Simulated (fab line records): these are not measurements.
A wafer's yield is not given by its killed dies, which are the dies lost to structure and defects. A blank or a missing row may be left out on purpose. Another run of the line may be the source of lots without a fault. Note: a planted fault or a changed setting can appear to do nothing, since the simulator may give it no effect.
fab line records | flow nand_harc
record: lots: 13 | wafers: 39 | last_day: 24
route steps=1159 shown A_ONON_D1@442 A_CHANNEL_HOLE_D1@467
lots that met no fault: taken from a fault-free run of the same line
start_h: hours from the record's first day to the start of the lot's first wafer shown | wait_h: hours from the lot's prior step to this one | " repeats the value in the row above | L1.1+2: several wafers, shown together as one row | - value missing, or start not given | * or withheld: withheld | < > ~ a bound
route shown NAME@n: a module of which the file shows steps, and the number in the route of the first | usual: mean and standard deviation over wafers with no fault | same: alike in all rows | chamber/n: place in a boat | sites: the reading at each site | _std_site: how widely they spread, as a standard deviation | _edge_site: mean of outer sites minus mean of inner sites | radius_mm: for every site, how far away it sits from the centre of the wafer | mask NAME#n: copy n | behind: the tool/chamber that last shaped the wafer | hold: cause of the lot's hold/its duration in hours/its outcome | device: whichever transistor did not switch (one of n, p or np) | end of line: the tests these same wafers got at the end of their route | step lacking rows: just its recipe | killed: the dies lost at the first sort to structure and to defects; this is not the yield of the wafer | map: the dies of a wafer, with x for killed, . for not killed, _ for no die there
set.NAME: setting as actually run; set.NAME@STEP: the setting as run at that earlier step | model.NAME: the simulator's own value behind a step, which no gauge read
route steps across a sampled set of lots; one table per step, one row per wafer
services: the hour from which a tool's chamber was out of use, counted from the record's first day as start_h (under 0 if before that day), plus the number of hours and why
== steps ==
step: NHARC_A_ONON_D1_DEP_25
recipe: target_thk_a: 10000 | n2_flow_sccm: 2750 | n2o_flow_sccm: 2000 | nh3_flow_sccm: 500 | sih4_flow_sccm: 210 | temp_c: 400
lot.wafer  | tool          | chamber | start_h | wait_h
L345.1+4+5 | pecvd_onon-04 | 0       | 167.42  | 0.1
L348.3+4+6 | pecvd_onon-03 | 0       | 183.22  | 0.2
L346.2+4+6 | pecvd_onon-03 | 0       | 187.56  | 0.1
L349.3+4+5 | pecvd_onon-02 | 0       | 191.07  | 0.2
L351.1+2+3 | pecvd_onon-02 | 0       | 198.72  | 0.1
L350.2+3+5 | pecvd_onon-04 | 0       | 198.75  | 0.1
L353.2+3+6 | pecvd_onon-04 | 0       | 212.83  | 0.1
L354.2+4+5 | pecvd_onon-02 | 0       | 225.09  | 0.1
L358.1+4+5 | pecvd_onon-03 | 0       | 248.01  | 0.1
L361.1+3+6 | pecvd_onon-02 | 0       | 261.99  | 0.1
L363.2+3+6 | pecvd_onon-02 | 0       | 270.05  | 0.1
L366.2+5+6 | pecvd_onon-03 | 0       | 294.18  | 0.1
L368.3+4+6 | pecvd_onon-03 | 0       | 309.49  | 0.2
step: NHARC_A_ONON_D1_THK_MEAS_27
recipe: thk_meas_gauge: ellipsometry
usual: thk_nm: 1001/9
lot.wafer | tool          | chamber | start_h | wait_h | hold                     | thk_nm
L345.1    | film_metro-02 | -       | 167.93  | -      | -                        | 1004
L345.4    | "             | -       | "       | "      | -                        | 1006
L345.5    | "             | -       | "       | "      | -                        | 1004
L348.3    | film_metro-02 | -       | 183.61  | -      | -                        | 998
L348.4    | "             | -       | "       | "      | -                        | 998
L348.6    | "             | -       | "       | "      | -                        | 999
L346.2    | film_metro-02 | -       | 188.01  | -      | -                        | 1002
L346.4    | "             | -       | "       | "      | -                        | 1002
L346.6    | "             | -       | "       | "      | -                        | 1000
L349.3    | film_metro-02 | -       | 191.47  | -      | -                        | 1012
L349.4    | "             | -       | "       | "      | -                        | 1016
L349.5    | "             | -       | "       | "      | -                        | 1014
L350.2    | film_metro-01 | -       | 199.20  | -      | -                        | 993
L350.3    | "             | -       | "       | "      | -                        | 991
L350.5    | "             | -       | "       | "      | -                        | 992
L351.1    | film_metro-02 | -       | 199.23  | -      | -                        | 995
L351.2    | "             | -       | "       | "      | -                        | 995
L351.3    | "             | -       | "       | "      | -                        | 994
L353.2    | film_metro-01 | -       | 213.29  | -      | -                        | 1011
L353.3    | "             | -       | "       | "      | -                        | 1011
L353.6    | "             | -       | "       | "      | -                        | 1011
L354.2    | film_metro-01 | -       | 225.55  | -      | -                        | 1009
L354.4    | "             | -       | "       | "      | -                        | 1011
L354.5    | "             | -       | "       | "      | -                        | 1007
L358.1    | film_metro-01 | -       | 248.51  | -      | -                        | 1010
L358.4    | "             | -       | "       | "      | -                        | 1008
L358.5    | "             | -       | "       | "      | -                        | 1009
L361.1    | film_metro-02 | -       | 262.51  | -      | await_dispo/0.2h/release | 1526
L361.3    | "             | -       | "       | "      | await_dispo/0.2h/release | 1528
L361.6    | "             | -       | "       | "      | await_dispo/0.2h/release | 1526
L361.1    | film_metro-02 | -       | 262.68  | 0.2    | -                        | 1527
L361.3    | "             | -       | "       | "      | -                        | 1529
L361.6    | "             | -       | "       | "      | -                        | 1525
L363.2    | film_metro-01 | -       | 270.50  | -      | await_dispo/0.2h/release | 1534
L363.3    | "             | -       | "       | "      | await_dispo/0.2h/release | 1537
L363.6    | "             | -       | "       | "      | await_dispo/0.2h/release | 1535
L363.2    | film_metro-01 | -       | 270.68  | 0.2    | -                        | 1534
L363.3    | "             | -       | "       | "      | -                        | 1536
L363.6    | "             | -       | "       | "      | -                        | 1535
L366.2    | film_metro-02 | -       | 294.63  | -      | -                        | 997
L366.5    | "             | -       | "       | "      | -                        | 996
L366.6    | "             | -       | "       | "      | -                        | 996
L368.3    | film_metro-02 | -       | 309.89  | -      | -                        | 1005
L368.4    | "             | -       | "       | "      | -                        | 1007
L368.6    | "             | -       | "       | "      | -                        | 1004
step: NHARC_A_ONON_D1_DEP_33
recipe: target_thk_a: 2000 | temp_c: 400 | pressure_torr: 6.5 | rf_w: 900 | teos_flow_sccm: 161.4 | flow_sccm: 2650 | target_thk_nm: 200 | gas: O2 | material: SiO2
usual: heater_power_w: 524/130 | throttle_valve_pct: 16.2/0.57
lot.wafer | tool     | chamber | start_h | wait_h | heater_power_w | throttle_valve_pct
L345.1    | pecvd-04 | 2       | 169.03  | 0.5    | 408            | 17.0
L345.4    | "        | 1       | "       | "      | 678            | 16.7
L345.5    | "        | 2       | "       | "      | 406            | 17.1
L348.3    | pecvd-01 | 0       | 184.32  | 0.1    | 803            | 16.9
L348.6    | "        | 1       | "       | "      | 693            | 16.2
L348.4    | "        | 2       | "       | "      | 334            | 15.7
L346.2    | pecvd-04 | 1       | 188.64  | 0.1    | 634            | 16.7
L346.6    | "        | 1       | "       | "      | 667            | 16.9
L346.4    | "        | 2       | "       | "      | 377            | 17.0
L349.3    | pecvd-03 | 2       | 192.12  | 0.1    | 414            | 15.8
L349.4    | "        | 2       | "       | "      | 431            | 16.0
L349.5    | "        | 1       | "       | "      | 459            | 15.7
L350.2    | pecvd-03 | 0       | 199.83  | 0.1    | 529            | 16.6
L350.3    | "        | 2       | "       | "      | 439            | 16.1
L350.5    | "        | 2       | "       | "      | 421            | 16.0
L351.1    | pecvd-01 | 2       | 199.86  | 0.1    | 352            | 15.7
L351.3    | "        | 0       | "       | "      | 829            | 16.7
L351.2    | "        | 1       | "       | "      | 732            | 16.4
L353.2    | pecvd-03 | 0       | 213.94  | 0.1    | 590            | 16.3
L353.3    | "        | 1       | "       | "      | 468            | 15.6
L353.6    | "        | 1       | "       | "      | 460            | 15.5
L354.2    | pecvd-03 | 2       | 226.26  | 0.1    | 401            | 15.6
L354.4    | "        | 0       | "       | "      | 536            | 16.3
L354.5    | "        | 2       | "       | "      | 419            | 16.1
L358.1    | pecvd-03 | 0       | 249.23  | 0.1    | 559            | 16.6
L358.4    | "        | 1       | "       | "      | 495            | 15.6
L358.5    | "        | 2       | "       | "      | 424            | 16.0
L366.2    | pecvd-01 | 1       | 295.46  | 0.2    | 695            | 16.5
L366.5    | "        | 2       | "       | "      | 389            | 16.1
L366.6    | "        | 0       | "       | "      | 753            | 16.7
L368.3    | pecvd-01 | 1       | 310.51  | 0.1    | 587            | 16.9
L368.6    | "        | 1       | "       | "      | 581            | 16.7
L368.4    | "        | 0       | "       | "      | 673            | 16.9
step: NHARC_A_ONON_D1_THK_MEAS_34
recipe: thk_meas_gauge: ellipsometry
usual: thk_nm: 199.9/2.9
lot.wafer | tool          | chamber | start_h | wait_h | thk_nm
L345.1    | film_metro-02 | -       | 169.35  | -      | 200.0
L345.4    | "             | -       | "       | "      | 202.1
L345.5    | "             | -       | "       | "      | 199.3
L348.3    | film_metro-01 | -       | 184.65  | -      | 194.8
L348.4    | "             | -       | "       | "      | 202.3
L348.6    | "             | -       | "       | "      | 198.8
L346.2    | film_metro-02 | -       | 189.05  | -      | 195.0
L346.4    | "             | -       | "       | "      | 197.2
L346.6    | "             | -       | "       | "      | 200.1
L349.3    | film_metro-01 | -       | 192.53  | -      | 197.0
L349.4    | "             | -       | "       | "      | 198.1
L349.5    | "             | -       | "       | "      | 200.5
L350.2    | film_metro-01 | -       | 200.24  | -      | 197.1
L350.3    | "             | -       | "       | "      | 200.3
L350.5    | "             | -       | "       | "      | 202.7
L351.1    | film_metro-01 | -       | 200.27  | -      | 197.0
L351.2    | "             | -       | "       | "      | 200.3
L351.3    | "             | -       | "       | "      | 192.6
L353.2    | film_metro-02 | -       | 214.35  | -      | 197.3
L353.3    | "             | -       | "       | "      | 200.0
L353.6    | "             | -       | "       | "      | 204.0
L354.2    | film_metro-02 | -       | 226.59  | -      | 199.6
L354.4    | "             | -       | "       | "      | 201.3
L354.5    | "             | -       | "       | "      | 201.7
L358.1    | film_metro-02 | -       | 249.55  | -      | 199.7
L358.4    | "             | -       | "       | "      | 201.7
L358.5    | "             | -       | "       | "      | 202.0
L366.2    | film_metro-01 | -       | 295.78  | -      | 196.0
L366.5    | "             | -       | "       | "      | 200.3
L366.6    | "             | -       | "       | "      | 198.2
L368.3    | film_metro-02 | -       | 310.93  | -      | 194.7
L368.4    | "             | -       | "       | "      | 200.8
L368.6    | "             | -       | "       | "      | 196.9
step: NHARC_A_CHANNEL_HOLE_D1_ETCH_39
recipe: target_depth_a: 2600 | over_etch_frac: 0.3 | time_s: 325 | ion_energy_ev: 200 | n2_flow_sccm: 150 | h2_flow_sccm: 150 | ar_flow_sccm: 0 | rf_w: 400 | bias_w: 150 | chemistry: N2/H2
usual: drypump_motor_current_A: 5.92/0.28 | oes_product_au: 1.001/0.0089 | rf_vpp_V: 430.9/2.4 | showerhead_plenum_p_Torr: 2.05/0.088 | throttle_valve_pct: 14.171/0.0084
lot.wafer | tool        | chamber | start_h | wait_h | drypump_motor_current_A | oes_product_au | rf_hours_counter_h | rf_vpp_V | showerhead_plenum_p_Torr | throttle_valve_pct
L345.1    | rie_diel-10 | 1       | -       | -      | 5.19                    | 1.011          | 14                 | 430.4    | 2.08                     | 14.167
L345.4    | "           | 2       | "       | "      | 6.00                    | 1.007          | 11                 | 428.3    | 1.95                     | 14.176
L345.5    | "           | 0       | "       | "      | 5.81                    | 1.008          | -                  | 432.6    | 2.14                     | 14.177
L348.3    | rie_diel-11 | 3       | -       | -      | 6.09                    | 0.989          | 11                 | 431.7    | 2.11                     | 14.159
L348.6    | "           | 1       | "       | "      | 6.24                    | 1.003          | -                  | 427.7    | 1.96                     | 14.181
L348.4    | "           | 3       | "       | "      | 6.06                    | 0.994          | -                  | 432.0    | 2.11                     | 14.177
L346.2    | rie_diel-10 | 1       | -       | -      | 5.20                    | 1.007          | 1                  | 432.3    | 2.07                     | 14.176
L346.4    | "           | 3       | "       | "      | 5.96                    | 1.015          | 1                  | 426.6    | 1.90                     | 14.170
L346.6    | "           | 0       | "       | "      | 5.80                    | 1.004          | -                  | 433.9    | 2.14                     | 14.170
L349.3    | rie_diel-03 | 2       | -       | -      | 6.05                    | 1.005          | 8                  | 431.6    | 2.09                     | 14.164
L349.4    | "           | 1       | "       | "      | 6.15                    | 1.007          | 8                  | 431.1    | 2.09                     | 14.160
L349.5    | "           | 3       | "       | "      | 6.06                    | 1.000          | -                  | 433.8    | 2.20                     | 14.176
L350.2    | rie_diel-10 | 0       | -       | -      | 5.82                    | 1.002          | 2                  | 433.5    | 2.14                     | 14.162
L350.3    | "           | 1       | "       | "      | 5.20                    | 0.985          | 2                  | 430.4    | 2.07                     | 14.166
L350.5    | "           | 0       | "       | "      | 5.81                    | 1.004          | -                  | 434.3    | 2.14                     | 14.169
L351.2    | rie_diel-03 | 1       | -       | -      | 6.15                    | 1.005          | 9                  | 431.0    | 2.09                     | 14.173
L351.3    | "           | 2       | "       | "      | 6.00                    | 1.003          | 9                  | 431.7    | 2.09                     | 14.176
L351.1    | "           | 3       | "       | "      | 6.02                    | 0.993          | 8                  | 433.9    | 2.20                     | 14.166
L353.2    | rie_diel-11 | 1       | -       | -      | 6.24                    | 0.995          | 1                  | 426.8    | 1.95                     | 14.187
L353.3    | "           | 3       | "       | "      | 6.05                    | 0.988          | 1                  | 432.2    | 2.11                     | 14.157
L353.6    | "           | 1       | "       | "      | 6.25                    | 0.992          | -                  | 429.6    | 1.95                     | 14.180
L354.2    | rie_diel-10 | 3       | -       | -      | 5.97                    | 0.999          | 4                  | 426.2    | 1.90                     | 14.173
L354.4    | "           | 0       | "       | "      | 5.80                    | 1.000          | 4                  | 434.8    | 2.14                     | 14.161
L354.5    | "           | 0       | "       | "      | 5.83                    | 0.998          | -                  | 433.0    | 2.14                     | 14.161
L358.1    | rie_diel-03 | 3       | -       | -      | 6.07                    | 1.000          | 2                  | 435.8    | 2.20                     | 14.176
L358.4    | "           | 0       | "       | "      | 5.70                    | 0.990          | 0                  | 428.9    | 2.03                     | 14.161
L358.5    | "           | 2       | "       | "      | 6.09                    | 0.998          | -                  | 433.7    | 2.09                     | 14.178
L366.2    | rie_diel-11 | 2       | -       | -      | 5.90                    | 0.983          | 6                  | 432.6    | 2.15                     | 14.171
L366.5    | "           | 3       | "       | "      | 6.06                    | 0.995          | -                  | 433.7    | 2.11                     | 14.170
L366.6    | "           | 0       | "       | "      | 6.09                    | 0.993          | -                  | 430.3    | 2.02                     | 14.165
L368.3    | rie_diel-11 | 0       | -       | -      | 6.11                    | 0.994          | 9                  | 429.8    | 2.02                     | 14.167
L368.4    | "           | 1       | "       | "      | 6.25                    | 0.994          | 9                  | 427.7    | 1.95                     | 14.162
L368.6    | "           | 2       | "       | "      | 5.86                    | 0.990          | -                  | 431.6    | 2.15                     | 14.170
== services ==
tool          | chamber | start_h | hours | kind
rie_diel-10   | 2       | 151.03  | 6.8   | repair
pecvd_onon-03 | -       | 153.00  | 13.0  | pm
rie_diel-10   | -       | 176.56  | 9.0   | pm
rie_diel-11   | 2       | 177.64  | 3.7   | repair
rie_diel-11   | 0       | 180.25  | 10.0  | repair
rie_diel-11   | -       | 180.76  | 0.7   | repair
rie_diel-11   | -       | 189.59  | 9.0   | pm
rie_diel-10   | 2       | 194.80  | 4.7   | repair
pecvd-04      | -       | 195.00  | 13.0  | pm
rie_diel-11   | 3       | 199.41  | 2.0   | repair
rie_diel-03   | -       | 215.30  | 9.0   | pm
pecvd_onon-03 | -       | 223.76  | 8.2   | repair
rie_diel-11   | -       | 226.43  | 1.0   | repair
rie_diel-11   | 3       | 228.86  | 19.9  | repair
rie_diel-03   | 0       | 230.80  | 11.2  | repair
pecvd_onon-04 | -       | 237.20  | 13.0  | pm
pecvd-01      | -       | 237.85  | 13.0  | pm
rie_diel-11   | 2       | 244.38  | 20.7  | repair
pecvd-04      | 2       | 263.12  | 3.9   | repair
rie_diel-11   | 2       | 269.12  | 8.3   | repair
pecvd_onon-02 | -       | 292.00  | 13.0  | pm
pecvd-03      | -       | 292.12  | 13.0  | pm
pecvd-03      | 0       | 292.12  | 13.0  | vent_cycle
pecvd-03      | 1       | 292.12  | 13.0  | vent_cycle
== key ==
first_sign: step: NHARC_A_ONON_D1_THK_MEAS_27 | reading: visit | direction: added
effect: step: NHARC_A_ONON_D1_THK_MEAS_27 | reading: thk_nm | direction: up | sigmas: 59 | usual: 1001 | struck: 1531
met_at NHARC_A_ONON_D1_DEP_25
struck_lots L361,L363
struck_wafers L361.1,L361.3,L361.6,L363.2,L363.3,L363.6
scrapped_behind NHARC_A_ONON_D1_THK_MEAS_27 L361.1,L361.3,L361.6,L363.2,L363.3,L363.6
not_acting_at NHARC_A_ONON_D1_DEP_33,NHARC_A_ONON_D1_THK_MEAS_34,NHARC_A_CHANNEL_HOLE_D1_ETCH_39
onset_between 225.09 261.99
fault: kind: process_parameter_drift | tool: pecvd_onon-02 | chamber: 0 | onset_h: 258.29 | steps: NHARC_A_ONON_D1_DEP_25 | channel: target_thk_a | offset: * | shape: step | end_h: 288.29 | acts_in: * | stated: *
